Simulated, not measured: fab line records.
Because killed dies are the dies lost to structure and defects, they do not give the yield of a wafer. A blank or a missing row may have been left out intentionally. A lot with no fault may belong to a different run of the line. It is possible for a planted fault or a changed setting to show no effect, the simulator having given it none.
What tool caused it?    flow nandHarc    24 lots with 72 wafers sampled at 3 steps, on a route of 1302 steps

WHAT EACH GAUGE READ, for each wafer
NHARC_P_GATE_CD_MEAS_11 targets a cd of 1640 nm. Usual: 1640.3 nm for cdNm, sd 2.2.
lot   measured      on        cdNm (nm)             flag
L074  day 4 09:35   cdSem-01  1637.9 1642.7 1640.2  
L075  day 4 20:50   cdSem-03  1641.3 1641.8 1639.6  
L076  day 5 05:51   cdSem-02  1642.0 1644.7 1644.8  
L077  day 5 19:04   cdSem-03  1641.9 1636.4 1639.8  
L078  day 6 00:50   cdSem-01  1636.6 1641.2 1637.8  
L079  day 6 09:23   cdSem-01  1637.9 1642.5 1642.1  
L080  day 7 04:20   cdSem-01  1638.0 1637.9 1641.8  
L081  day 7 11:54   cdSem-03  1639.0 1637.9 1637.4  
L082  day 7 19:23   cdSem-03  1642.2 1643.0 1642.6  
L083  day 8 12:49   cdSem-03  1640.9 1638.2 1642.1  
L084  day 8 12:59   cdSem-03  1639.7 1642.4 1639.5  
L085  day 9 00:17   cdSem-03  1636.8 1639.9 1637.8  
L086  day 9 08:13   cdSem-01  1644.8 1641.4 1639.8  
L087  day 9 14:55   cdSem-03  1640.7 1640.8 1643.1  
L088  day 10 15:18  cdSem-03  1643.6 1641.8 1642.5  
L089  day 10 15:08  cdSem-01  1642.4 1644.6 1643.1  
L090  day 11 19:02  cdSem-03  1640.2 1640.5 1640.4  
L091  day 11 18:52  cdSem-03  1641.3 1640.4 1635.8  
L092  day 12 07:23  cdSem-03  1641.6 1639.1 1637.1  
L093  day 12 07:32  cdSem-02  1639.7 1636.5 1642.9  
L094  day 12 23:20  cdSem-01  1640.5 1640.8 1637.5  
L095  day 13 03:23  cdSem-01  1638.1 1637.0 1640.3  
L096  day 13 16:55  cdSem-01  1639.4 1638.2 1643.8  
L097  day 13 16:46  cdSem-02  1637.6 1641.2 1642.8  

NHARC_P_GATE_OVL_MEAS_27. Usual: overlayXNm -0.2 nm, standard deviation 1; overlayYNm 0.0 nm, standard deviation 0.9.
lot   measured      on          overlayXNm (nm)  overlayYNm (nm)  flag
L074  day 5 00:22   overlay-01  1.7 1.7 1.3      -0.8 -0.9 -1.1   
L075  day 5 11:13   overlay-02  -1.6 -1.1 -1.7   -2.3 -2.0 -1.6   
L076  day 5 20:22   overlay-01  0.6 1.4 0.8      -0.4 0.4 -1.0    
L077  day 6 12:36   overlay-01  -0.4 -0.8 -0.3   -0.5 -0.3 -0.7   
L078  day 6 16:30   overlay-01  0.3 0.7 0.3      1.8 1.6 0.8      
L079  day 6 23:42   overlay-01  -0.3 -1.1 -0.4   -0.2 0.3 -0.2    
L080  day 7 19:31   overlay-02  1.3 1.2 0.7      0.7 0.6 0.5      
L081  day 8 02:00   overlay-01  1.0 0.9 1.5      -1.8 -1.6 -1.3   
L082  day 8 10:07   overlay-01  0.4 0.5 0.4      -0.8 -0.5 -0.3   
L083  day 9 03:00   overlay-01  -0.6 -0.2 -0.3   -0.6 0.2 -0.2    
L084  day 9 04:13   overlay-02  -2.5 -1.8 -1.5   1.0 0.4 1.2      
L085  day 9 14:17   overlay-01  0.0 -0.9 -0.7    0.2 -0.1 0.4     
L086  day 9 22:16   overlay-01  -1.2 -1.5 -1.1   1.2 0.8 1.0      
L087  day 10 06:11  overlay-02  1.0 0.7 0.4      1.0 0.5 0.4      
L088  day 11 06:13  overlay-02  -0.1 -0.5 -0.3   0.1 -0.5 0.7     
L089  day 11 07:05  overlay-02  -1.4 -1.1 -1.0   0.3 0.3 0.6      
L090  day 12 09:12  overlay-01  -0.9 -0.7 -1.3   0.4 0.7 0.5      
L091  day 12 09:04  overlay-02  0.0 0.2 -0.6     -0.7 -0.4 -0.9   
L092  day 12 22:32  overlay-02  -1.0 -0.9 -0.5   1.5 1.6 1.5      
L093  day 12 21:44  overlay-02  -1.3 -1.7 -1.5   0.5 0.4 0.9      
L094  day 13 13:40  overlay-01  -0.6 -1.1 -0.6   -0.7 0.1 -0.3    
L095  day 14 01:32  overlay-02  1.7 1.2 1.6      -0.6 -0.7 -1.1   
L096  day 14 06:55  overlay-02  -1.5 -0.8 -1.5   0.4 -0.1 0.4     
L097  day 14 07:32  overlay-02  0.4 0.4 0.4      0.7 0.7 0.3      

WHAT TOOL EACH LOT RAN ON (gives the tool, then ch and the chambers of the sampled wafers, and finally the start)
lot   NHARC_P_ZERO_WELL_DESCUM_13
L074  rieDiel-04 ch 1,2, day 1 21:32
L075  rieDiel-04 ch 0,1,2, day 2 07:32
L076  rieDiel-04 ch 1,2,3, day 2 17:17
L077  rieDiel-12 ch 1,2, day 3 03:32
L078  rieDiel-04 ch 2,3, day 3 13:17
L079  rieDiel-12 ch 0,1,2, day 3 23:26
L080  rieDiel-04 ch 1,2, day 4 09:24
L081  rieDiel-04 ch 2,3, day 4 19:17
L082  rieDiel-12 ch 0,1, day 5 05:16
L083  rieDiel-05 ch 0,1,3, day 5 15:25
L084  rieDiel-05 ch 0,1, day 6 01:25
L085  rieDiel-12 ch 1,2,3, day 6 11:25
L086  rieDiel-12 ch 0,1, day 6 21:25
L087  rieDiel-04 ch 0,1,3, day 7 07:25
L088  rieDiel-05 ch 0,1,3, day 7 17:25
L089  rieDiel-04 ch 0,1,3, day 8 03:16
L090  rieDiel-05 ch 2,3, day 8 13:16
L091  rieDiel-05 ch 0,1,2, day 8 23:23
L092  rieDiel-12 ch 0,1,3, day 9 09:25
L093  rieDiel-04 ch 1,2,3, day 9 19:29
L094  rieDiel-04 ch 2,3, day 10 05:25
L095  rieDiel-04 ch 0,2,3, day 10 15:24
L096  rieDiel-05 ch 0,2, day 11 01:25
L097  rieDiel-12 ch 0,2,3, day 11 11:22
- NHARC_P_ZERO_WELL_DESCUM_13: chemistry O2, time 3 s.

WHAT THE TOOLS THEMSELVES READ (means of the sampled wafers that have a number; where no wafer has one, the mark that the record gives instead)
NHARC_P_ZERO_WELL_DESCUM_13. Usual: drypumpMotorCurrentA 5.80 A, standard deviation 0.25; oesProductAu 1.000 a.u., standard deviation 0.014; rfVppV 57.9 V, standard deviation 0.8; showerheadPlenumPTorr 1.93 Torr, standard deviation 0.065; throttleValvePct 11.311 %, standard deviation 0.0086.
lot   tool        drypumpMotorCurrentA (A)  oesProductAu (a.u.)  rfVppV (V)  showerheadPlenumPTorr (Torr)  throttleValvePct (%)  flag
L074  rieDiel-04  6.03                      1.009                59.0        2.04                          11.299                
L075  rieDiel-04  5.91                      1.004                58.2        2.01                          11.308                
L076  rieDiel-04  5.78                      1.014                58.0        1.99                          11.312                
L077  rieDiel-12  5.82                      1.001                57.5        1.95                          11.306                
L078  rieDiel-04  6.00                      1.015                57.9        2.01                          11.308                
L079  rieDiel-12  5.81                      0.990                58.3        1.93                          11.313                
L080  rieDiel-04  5.81                      1.000                57.8        2.01                          11.315                
L081  rieDiel-04  5.81                      1.007                57.2        1.96                          11.319                
L082  rieDiel-12  5.83                      1.006                58.4        1.93                          11.305                
L083  rieDiel-05  5.74                      0.999                58.4        1.86                          11.314                
L084  rieDiel-05  5.62                      1.007                57.3        1.87                          11.318                
L085  rieDiel-12  5.73                      0.991                57.7        1.91                          11.319                
L086  rieDiel-12  5.84                      0.993                58.5        1.92                          11.306                
L087  rieDiel-04  5.71                      1.008                57.0        1.94                          11.312                
L088  rieDiel-05  5.74                      0.998                57.7        1.86                          11.306                
L089  rieDiel-04  5.68                      1.013                57.0        1.94                          11.314                
L090  rieDiel-05  5.87                      0.979                57.5        1.89                          11.313                
L091  rieDiel-05  5.84                      0.991                58.5        1.88                          11.321                
L092  rieDiel-12  5.76                      0.984                58.2        1.88                          11.311                
L093  rieDiel-04  5.79                      1.002                58.0        1.98                          11.310                
L094  rieDiel-04  5.77                      1.005                58.1        1.95                          11.310                
L095  rieDiel-04  5.89                      1.001                57.7        1.96                          11.311                
L096  rieDiel-05  5.64                      0.996                58.1        1.89                          11.309                
L097  rieDiel-12  5.75                      0.987                57.8        1.87                          11.306                

THE ANSWER, worked out from the rows above alone
Rule: a lot is off if the mean of its wafers that have a number lies more than 3 standard deviations from the usual mean. Also off: a lot with no number at a reading for which 4 or more lots have one. All remaining lots with rows at the step are treated as sound. First the gauges in route order, then the tools' own readings, where a lot's mean is used as printed above. At the first step where some lot is off, the reading lying furthest off is the one used; lots without a number count as furthest.
Across all readings shown, no lot is off: no conclusion can be drawn from this.

WHAT THE SIMULATOR PUT IN
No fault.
